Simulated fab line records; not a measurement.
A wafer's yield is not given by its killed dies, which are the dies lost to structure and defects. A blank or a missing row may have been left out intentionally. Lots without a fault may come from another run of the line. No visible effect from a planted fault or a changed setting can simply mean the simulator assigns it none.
Chamber matching + flow nand_harc + NHARC_A_STAIRCASE_DEP_322 on pecvd-01 has 3 sister chambers
The step deposits SiO2, target thk 3800 nm. 3 wafers are shown with their chamber, then 10 later ones without.

## EACH WAFER AND ITS CHAMBER
| wafer  | chamber | heater_power_w (W) |
|--------|---------|--------------------|
| L872.3 | 2       | 662                |
| L875.2 | 0       | 771                |
| L875.3 | 1       | 725                |

## WAFERS WHOSE CHAMBER IS MISSING
| wafer  | heater_power_w (W) |
|--------|--------------------|
| L875.4 | 642                |
| L876.2 | 831                |
| L876.4 | 698                |
| L876.5 | 701                |
| L880.1 | 814                |
| L880.2 | 809                |
| L880.4 | 714                |
| L881.2 | 866                |
| L881.3 | 767                |
| L881.5 | 658                |

## WHICH CHAMBER EACH WENT THROUGH
| wafer  | from the rows above          | in truth |
|--------|------------------------------|----------|
| L875.4 | can't be placed: 2 or 1      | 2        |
| L876.2 | can't be placed: 0 or 1      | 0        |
| L876.4 | can't be placed: 1 or 2 or 0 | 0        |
| L876.5 | can't be placed: 1 or 2 or 0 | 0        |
| L880.1 | can't be placed: 0 or 1      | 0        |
| L880.2 | can't be placed: 0 or 1      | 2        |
| L880.4 | can't be placed: 1 or 2 or 0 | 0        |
| L881.2 | can't be placed: 0 or 1      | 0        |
| L881.3 | can't be placed: 0 or 1      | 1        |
| L881.5 | can't be placed: 2 or 1      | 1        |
Correctly placed: 0 of 10. Unplaceable from these rows: 10, with the true chamber sitting among the candidates in 9. Wrongly placed: 0.
How it was worked out, from the rows above alone: a wafer's distance from a chamber is the root of the sum, over the readings, of the square of ((its reading less the chamber's mean) divided by the reading's scatter). The wafer belongs to the nearest chamber; if the next one is less than 2 further off, it can't be placed. The mean given for a chamber averages the wafers shown for that chamber. The scatter (one wafer shown for each chamber): square how far every hidden wafer sits from the nearest shown wafer, average those squares and take the square root.
